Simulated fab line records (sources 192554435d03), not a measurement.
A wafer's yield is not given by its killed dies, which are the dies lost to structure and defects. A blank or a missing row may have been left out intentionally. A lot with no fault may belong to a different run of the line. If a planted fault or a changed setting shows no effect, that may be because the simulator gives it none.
Which tool did it? | flow n5-finfet | 12 lots, 36 wafers sampled, at 1 step of a route of 1938

WHAT THE GAUGES READ, wafer by wafer
N5_BEOL_M2_RS_MEAS_58: a four-point-probe measurement.
lot  | measured     | on            | M2_RS (ohm/sq)
L074 | day 7 07:05  | film-metro-02 | 0.66 0.74 0.68
L077 | day 7 19:08  | film-metro-01 | 0.56 0.62 0.66
L079 | day 8 02:28  | film-metro-01 | 0.70 0.58 0.57
L081 | day 8 23:36  | film-metro-02 | 0.63 0.76 0.66
L083 | day 9 08:08  | film-metro-01 | 0.66 0.75 0.69
L085 | day 9 21:09  | film-metro-01 | 0.71 0.59 0.69
L088 | day 10 09:55 | film-metro-02 | 0.68 0.65 0.68
L089 | day 10 23:58 | film-metro-01 | 0.80 0.66 0.72
L091 | day 11 06:41 | film-metro-02 | 0.64 0.68 0.66
L093 | day 11 20:04 | film-metro-02 | 0.66 0.66 0.66
L095 | day 12 10:06 | film-metro-02 | 0.67 0.61 0.62
L097 | day 12 18:47 | film-metro-01 | 0.69 0.71 0.69

EACH LOT AND THE TOOL THAT RAN IT (in order: tool; ch and the chambers of the sampled wafers; start)
The record shows no process step preceding these readings.

THE ANSWER, worked out from the rows above alone
Rule: the lots themselves supply what counts as usual. The widest of any qualifying gaps counts: lots, ordered by their means at a reading, are off when they make up no more than a third of the lots, leave a main group of 4 or more, and stand apart from it by 3 or more times the standard deviation of that group's means. If all means in a main group match to the digits the tables above print for the reading, that group is not used. Also off: a lot with no number at a reading for which 4 or more lots have one. Where the step has rows for the other lots, those lots are counted as sound.
Across all readings shown, no lot is off: no conclusion can be drawn from this.

WHAT WAS PUT IN BY THE SIMULATOR
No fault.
